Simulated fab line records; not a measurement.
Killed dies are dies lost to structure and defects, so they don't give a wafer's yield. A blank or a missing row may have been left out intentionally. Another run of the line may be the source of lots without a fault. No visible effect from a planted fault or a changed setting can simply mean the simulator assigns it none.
Matching of chambers | flow n5-finfet | N5_PMOS_HMC_CHANNEL_EPI_CMP_21 on cmp-02 has 4 sister chambers
The step polishes SiGe30, target thk 54 nm. 14 wafers are shown with their chamber, then 6 later ones without.

== WAFERS, EACH WITH ITS CHAMBER ==
wafer  | chamber | motor-current-A (A)
L666.3 | 3       | 13.1
L666.4 | 1       | 10.0
L666.6 | 0       | 10.0
L672.2 | 3       | 13.0
L672.3 | 1       | 10.8
L672.4 | 0       | 9.8
L678.2 | 0       | 10.0
L678.3 | 3       | 12.9
L678.5 | 1       | 10.3
L679.3 | 0       | 10.0
L679.5 | 2       | 11.8
L684.3 | 1       | 10.4
L684.4 | 2       | 11.8
L684.5 | 3       | 13.5

SIGNATURES, as means of the wafers listed above
reading         | chamber 0 | chamber 1 | chamber 2 | chamber 3 | scatter within a chamber
motor-current-A | 9.950     | 10.375    | 11.800    | 13.125    | 0.238
Rule: a wafer's distance from a chamber is the root of the sum, over the readings, of the square of ((its reading less the chamber's mean) divided by the reading's scatter). If the next closest chamber is less than 2 further off than the closest, the wafer can't be placed; otherwise it belongs to the closest. The scatter is the square root of a quotient: the sum, over the shown wafers, of each reading's squared deviation from its chamber's mean, divided by wafers minus chambers.

== WAFERS WITH NO CHAMBER GIVEN ==
wafer  | motor-current-A (A)
L686.1 | 9.9
L686.4 | 13.3
L686.5 | 10.3
L687.1 | 12.7
L687.3 | 10.7
L687.6 | 11.9

== CHAMBER TAKEN BY EACH ==
wafer  | from the rows above     | in truth
L686.1 | can't be placed: 0 or 1 | 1
L686.4 | 3                       | 3
L686.5 | can't be placed: 1 or 0 | 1
L687.1 | can't be placed: 3 or 2 | 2
L687.3 | can't be placed: 1 or 0 | 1
L687.6 | 2                       | 2
2 of 6 placed correctly. Not placeable from these rows: 4 (in 4, the candidates include the true chamber). Number placed wrongly: 0.
